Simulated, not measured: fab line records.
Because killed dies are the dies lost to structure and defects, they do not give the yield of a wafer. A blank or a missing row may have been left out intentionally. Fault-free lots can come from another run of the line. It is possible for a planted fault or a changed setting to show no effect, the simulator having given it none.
A lot that was struck, set against a sound lot / flow nandHarc / 35 out of 1302 route steps
Sound: the wafers L796.1, L796.2, L796.5. Wafers struck: L808.4, L808.5, L808.6. The cause is given at the end.
For every step that has rows: the tool of each side, followed by ch and its chambers, followed by its first start. Under that, the readings that differ: sound wafers / struck wafers / difference of the means / sigmas: that difference in standard deviations of wafers without a fault.
alike: a reading whose means differ by less than 2 such deviations, as well as words and numbers matching on both sides. not compared: withheld readings; readings where some wafer has no value; bounds like >300 that might hide an equal value; numbers whose values overlap and for which the record gives no deviation.
A row with sigmas, a row that says differs or no value, or rows on one side alone: a step with any of these is where the two part. Numbers that have no deviation but don't overlap get no sigmas and don't part them. A reading missing from all wafers of one side parts the sides only when that side holds two or more wafers.

first, 2 steps without rows for these wafers: NHARC_A_CHANNEL_HOLE_D1_STRIP_42 (strips in CF4/CHF3); NHARC_A_CHANNEL_HOLE_D1_STRIP_43 (strips in O2/COS).
NHARC_A_CHANNEL_HOLE_D1_ETCH_44: etches the open film in CF4/O2, target depth 140 nm, overetch 14 nm, time 77 s.
  sound on rieDiel-12 ch 1,3, day 10 01:56; struck on rieDiel-10 ch 0,1,2, day 14 21:56
  alike: drypumpMotorCurrentA, oesProductAu, rfVppV, showerheadPlenumPTorr, throttleValvePct
  not compared: rfHoursCounterH
then, 3 steps without rows for these wafers: NHARC_A_CHANNEL_HOLE_D1_STRIP_27 (strips in O2); NHARC_A_CHANNEL_HOLE_D1_PRECLEAN_28 (cleans in SC1); NHARC_A_CHANNEL_HOLE_D1_SRD_29.
NHARC_A_CHANNEL_HOLE_D1_CD_MEAS_30:
  struck on cdSem-03, day 14 22:51; sound on cdSem-02, day 10 02:45
  alike: cdNm
then, 1 step without rows for these wafers: NHARC_A_CHANNEL_HOLE_D1_XSEM_31.
NHARC_A_CHANNEL_HOLE_D1_INSPECT_40:
  struck on defectInspect-02, day 14 23:02; sound on defectInspect-02, day 10 02:56
  alike: rawDefectCount
then, 2 steps without rows for these wafers: NHARC_A_CHANNEL_FILL_D1_PRECLEAN_00 (cleans in SC1); NHARC_A_CHANNEL_FILL_D1_SRD_01.
NHARC_A_CHANNEL_FILL_D1_ALD_02: deposits SiO2, target thk 6 nm, pulse time 10 s, ald cycles 60.
  sound on aldHk-02 ch 0,2,3, day 10 03:14; struck on aldHk-03 ch 0,1, day 14 23:17
  alike: heaterPowerW, precursorPulseHeightRel
NHARC_A_CHANNEL_FILL_D1_ALD_03: deposits SiNx, target thk 6 nm, pulse time 60 s, ald cycles 58.
  sound on aldSinBatch-02 ch 0, day 10 04:27; struck on aldSinBatch-01 ch 0, day 15 01:32
  alike: precursorPulseHeightRel
then, 2 steps without rows for these wafers: NHARC_A_CHANNEL_FILL_D1_ALD_14 (deposits SiO2, target thk 2.5 nm, pulse time 10 s, ald cycles 25); NHARC_A_CHANNEL_FILL_D1_ALD_15 (deposits SiNx, target thk 2 nm, pulse time 60 s, ald cycles 19).
NHARC_A_CHANNEL_FILL_D1_ALD_16: deposits SiO2, target thk 1.5 nm, pulse time 10 s, ald cycles 15.
  sound on aldHk-02 ch 1,2, day 10 13:11; struck on aldHk-02 ch 1,2,3, day 15 10:24
  alike: heaterPowerW, precursorPulseHeightRel
then, 2 steps without rows for these wafers: NHARC_A_CHANNEL_FILL_D1_ANNEAL_17 (time 1800 s); NHARC_A_CHANNEL_FILL_D1_CVD_18 (deposits poly-Si, target thk 3 nm).
NHARC_A_CHANNEL_FILL_D1_ETCHBACK_19: etches the open film in HBr/Cl2, target depth 5 nm, time 1.7 s.
  sound on rieSi-06 ch 0,1,2, day 11 01:47; struck on rieSi-02 ch 0,2,3, day 15 22:06
  alike: drypumpMotorCurrentA, heBacksideLeakSccm, oesProductAu, throttleValvePct
  not compared: rfHoursCounterH
then, 14 steps without rows for these wafers: NHARC_A_CHANNEL_FILL_D1_ETCHBACK_20 (etches the open film in C4F8/O2/Ar, target depth 27 nm, time 13.5 s); NHARC_A_CHANNEL_FILL_D1_STRIP_28 (strips in O2, time 20 s); NHARC_A_CHANNEL_FILL_D1_PRECLEAN_21 (cleans in dHF, time 30 s); NHARC_A_CHANNEL_FILL_D1_SRD_23; NHARC_A_CHANNEL_FILL_D1_CVD_05 (deposits poly-Si, target thk 5 nm); NHARC_A_CHANNEL_FILL_D1_ANNEAL_22 (time 7200 s); NHARC_A_CHANNEL_FILL_D1_ALD_25 (deposits SiOx, target thk 60 nm, pulse time 10 s, ald cycles 600); NHARC_A_CHANNEL_FILL_D1_ETCHBACK_08 (etches the open film in C4F8, target depth 220 nm, time 110 s); NHARC_A_CHANNEL_FILL_D1_STRIP_29 (strips in O2, time 20 s); NHARC_A_CHANNEL_FILL_D1_PRECLEAN_30 (cleans in dHF, time 30 s); NHARC_A_CHANNEL_FILL_D1_SRD_31; NHARC_A_CHANNEL_FILL_D1_CVD_09 (deposits poly-Si, target thk 150 nm, time 3000 s); NHARC_A_CHANNEL_FILL_D1_CMP_10 (polishes, target thk 150 nm); NHARC_A_CHANNEL_FILL_D1_SRD_12.
NHARC_A_DECK1_JOINT_ETCHBACK_07: etches the open film in HBr, target depth 105 nm, time 26.9 s.
  sound on rieSi-03 ch 1,2,3, day 12 01:38; struck on rieSi-01 ch 1,2,3, day 17 01:02
reading=hold; sound=- - -; struck=awaitDispo/2.9h/release awaitDispo/2.9h/release awaitDispo/2.9h/release; difference=no value on the sound wafers; sigmas=
  alike: drypumpMotorCurrentA, heBacksideLeakSccm, oesProductAu, throttleValvePct
  not compared: rfHoursCounterH
-- break in the record here, with 13 days between the starts of the struck wafers on either side (left off in module A_DECK1_JOINT, picked up again in module END, where the first step shown is number 1302 on the route) --
NHARC_END_SORT_01:
  sound on prober-02 ch 0, day 25 07:47; struck on prober-01 ch 0, day 30 10:31
reading=killedAtArray; sound=16 15 29; struck=118 105 111; difference=+91; sigmas=+6
reading=killedAtPeriphery; sound=0 1 3; struck=6 3 11; difference=+5; sigmas=+2
reading=killedDies; sound=16 16 32; struck=126 108 125; difference=+98; sigmas=+6
  alike: killedAtOther, killedOpen, killedShort

== WHERE THEY PART ==
First at NHARC_A_DECK1_JOINT_ETCHBACK_07; last, within this record, at NHARC_END_SORT_01.

WHY: what had been put in by the simulator
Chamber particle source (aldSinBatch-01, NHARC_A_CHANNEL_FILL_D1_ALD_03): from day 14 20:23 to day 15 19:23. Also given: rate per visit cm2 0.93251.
